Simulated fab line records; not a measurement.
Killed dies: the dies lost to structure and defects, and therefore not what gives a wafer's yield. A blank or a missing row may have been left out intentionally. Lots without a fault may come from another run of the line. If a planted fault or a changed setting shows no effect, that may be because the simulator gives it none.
Split-lot experiment | flow n5-finfet | on a route of 1938 steps: 7 lots, 39 wafers read

SPLIT DETAILS
At N5_FIN_SAQP_SPACER2_ALD_28 (deposits SiO2, target thk 8.1 nm, pulse time 1 s, purge time 2 s), the setting target-thk-a was moved away from the recipe's 81 angstrom on 12 of the 39 wafers read, by -50.8% to +38.8%. All remaining wafers had this setting at the recipe value.

FROM THE SPLIT TO THE READING: what the file shows between them, 9 steps
- N5_FIN_SAQP_SPACER2_ETCHBACK_29: etches SiO2 in CHF3/O2, target depth 12.2 nm, time 6.1 s
- N5_FIN_SAQP_MANDREL2_REMOVE_60: chemistry HBr/Cl2/O2, target a-Si, stops on SiNx, bt time 10 s
- N5_FIN_SAQP_CD_MEAS_31: target cd 8 nm
- N5_FIN_SAQP_HM_OPEN_33: chemistry CH3F/O2, target SiNx, target depth 49.4 nm, time 70.6 s
- N5_FIN_SAQP_ETCH_34: etches SiO2 in C4F6/O2, target depth 45 nm, time 15 s
- N5_FIN_SAQP_STRIP_77: strips in N2/H2, time 90 s
- N5_FIN_SAQP_HM_CD_35: target cd 8 nm
- N5_FIN_SAQP_ETCH_64: etches SiO2 in CF4, target depth 1.5 nm
- N5_FIN_SAQP_FIN_ETCH_36: etches the open film in HBr/Cl2/O2, target depth 120 nm, time 50.4 s

THE READING
cd-nm at N5_FIN_SAQP_CD_MEAS_37, given in nm (cd target 8 nm). A value of 8.1 nm with a standard deviation of 0.31 nm is what fault-free wafers of this fab line usually give.

wafer  | tool, chamber at the split | target-thk-a as run, angstrom | against the recipe | cd-nm, nm | against lot-mates on the recipe
L076.1 | ald-sin-02, 3,1            | 81                            | recipe             | 8.0       | -
L076.2 | ald-sin-02, 1,2,2          | 39.88                         | -50.8%             | 3.8       | -4.1
L076.3 | ald-sin-02, 1,2,2          | 39.88                         | -50.8%             | 3.7       | -4.2
L076.4 | ald-sin-02, 0              | 81                            | recipe             | 8.1       | -
L076.5 | ald-sin-02, 1,2,2          | 39.88                         | -50.8%             | 3.9       | -4.0
L076.6 | ald-sin-02, 3,1            | 81                            | recipe             | 7.6       | -
L077.1 | ald-sin-02, 0              | 81                            | recipe             | 8.2       | -
L077.2 | ald-sin-02, 2              | 81                            | recipe             | 8.4       | -
L077.5 | ald-sin-02, 0              | 81                            | recipe             | 8.7       | -
L083.1 | ald-sin-04, 3,0,1          | 61.57                         | -24.0%             | 6.1       | -1.8
L083.2 | ald-sin-04, 3,0,1          | 61.57                         | -24.0%             | 6.2       | -1.7
L083.3 | ald-sin-04, 2,1,0          | 81                            | recipe             | 7.9       | -
L083.4 | ald-sin-04, 3,0,1          | 61.57                         | -24.0%             | 5.7       | -2.2
L083.5 | ald-sin-04, 2,1,0          | 81                            | recipe             | 7.9       | -
L083.6 | ald-sin-04, 2,1,0          | 81                            | recipe             | 8.0       | -
L085.1 | ald-sin-04, 0,1,2,0,1      | 81                            | recipe             | 8.3       | -
L085.2 | ald-sin-04, 0,1,2,0,1      | 81                            | recipe             | 8.2       | -
L085.3 | ald-sin-04, 0,1,2,0,1      | 81                            | recipe             | 8.1       | -
L085.4 | ald-sin-04, 3              | 81                            | recipe             | 8.2       | -
L085.5 | ald-sin-04, 0,1,2,0,1      | 81                            | recipe             | 8.3       | -
L085.6 | ald-sin-04, 0,1,2,0,1      | 81                            | recipe             | 8.5       | -
L087.1 | ald-sin-03, 2,3,1,2        | 81                            | recipe             | 8.6       | -
L087.2 | ald-sin-03, 2,3,1,2        | 81                            | recipe             | 8.4       | -
L087.3 | ald-sin-03, 0,3            | 81                            | recipe             | 8.5       | -
L087.4 | ald-sin-03, 2,3,1,2        | 81                            | recipe             | 8.6       | -
L087.5 | ald-sin-03, 0,3            | 81                            | recipe             | 7.9       | -
L087.6 | ald-sin-03, 2,3,1,2        | 81                            | recipe             | 8.4       | -
L088.1 | ald-sin-03, 0,1,0          | 81                            | recipe             | 8.0       | -
L088.2 | ald-sin-03, 1,2,3          | 112.4                         | +38.8%             | 11.4      | +3.1
L088.3 | ald-sin-03, 1,2,3          | 112.4                         | +38.8%             | 11.7      | +3.4
L088.4 | ald-sin-03, 1,2,3          | 112.4                         | +38.8%             | 11.9      | +3.6
L088.5 | ald-sin-03, 0,1,0          | 81                            | recipe             | 8.8       | -
L088.6 | ald-sin-03, 0,1,0          | 81                            | recipe             | 8.1       | -
L096.1 | ald-sin-04, 1,1,2          | 81                            | recipe             | 7.9       | -
L096.2 | ald-sin-04, 3,0,2          | 102                           | +25.9%             | 10.5      | +2.3
L096.3 | ald-sin-04, 3,0,2          | 102                           | +25.9%             | 9.8       | +1.6
L096.4 | ald-sin-04, 3,0,2          | 102                           | +25.9%             | 10.4      | +2.2
L096.5 | ald-sin-04, 1,1,2          | 81                            | recipe             | 8.2       | -
L096.6 | ald-sin-04, 1,1,2          | 81                            | recipe             | 8.6       | -
The file does not say which wafer passed through which chamber wherever a row lists several chambers: such a row stands for several wafers.

THE FIT
A straight line over all 39 wafers: cd-nm changes by +0.087 nm for each +1% of target-thk-a; r = +0.99; the points scatter about the line by 0.29 nm.
The same after taking each lot's own level away (the mean of its wafers on the recipe; 39 wafers): +0.082 nm for each +1%; r = +0.99; scatter 0.24 nm.
That fit puts the effect of the largest move of target-thk-a on the reading at 4.2 nm.
The lots' own levels span 7.90 to 8.43 nm, that is 1.7 times the standard deviation above.
The two slopes agree, so the slope changes little with the lot-to-lot level.
Check: with one of the wafers moved furthest among these (-50.8%) left out of the fit, the line predicts -4.16 nm for it against its lot-mates. It came out at -4.1 nm against them.

THE OTHER SPLITS THESE WAFERS WENT THROUGH
Before the reading, these wafers also passed through other splits. Each is held against what the fit with the lots' levels taken away leaves over:
other split on the same wafers | wafers away from the commonest value | r with cd-nm (lot level and that fit taken away)
N5_ZERO_LAYER_PECVD_02 time-s  | 12                                   | -0.12

THE WHOLE CHAIN: every reading that the file lists as answering this split, in the file's order
step                           | what it does                                                      | reading                                                                                 | change (the file's fit)                | r (the file's)
N5_FIN_SAQP_SPACER2_ALD_28     | deposits SiO2, target thk 8.1 nm, pulse time 1 s, purge time 2 s  | SiO2_of_FIN_SAQP_SPACER2_ALD_28.thk-nm (the simulator's own value, which no gauge read) | +0.0808 nm for each +1% of the setting | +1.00
N5_FIN_SAQP_MANDREL2_REMOVE_60 | chemistry HBr/Cl2/O2, target a-Si, stops on SiNx, bt time 10 s    | FIN_SAQP.cd-nm (the simulator's own value, which no gauge read)                         | +0.0815 nm for each +1% of the setting | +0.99
N5_FIN_SAQP_CD_MEAS_31         | target cd 8 nm                                                    | cd-nm                                                                                   | +0.0828 nm for each +1% of the setting | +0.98
N5_FIN_SAQP_HM_OPEN_33         | chemistry CH3F/O2, target SiNx, target depth 49.4 nm, time 70.6 s | FIN_SAQP.cd-nm (the simulator's own value, which no gauge read)                         | +0.0795 nm for each +1% of the setting | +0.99
N5_FIN_SAQP_ETCH_34            | etches SiO2 in C4F6/O2, target depth 45 nm, time 15 s             | FIN_SAQP.cd-nm (the simulator's own value, which no gauge read)                         | +0.0811 nm for each +1% of the setting | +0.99
N5_FIN_SAQP_HM_CD_35           | target cd 8 nm                                                    | cd-nm                                                                                   | +0.0816 nm for each +1% of the setting | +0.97
N5_FIN_SAQP_CD_MEAS_37         | target cd 8 nm                                                    | cd-nm                                                                                   | +0.0823 nm for each +1% of the setting | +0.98

FILE'S OWN FIT
cd-nm changes by +0.0823 nm for each +1% of target-thk-a, r = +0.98.
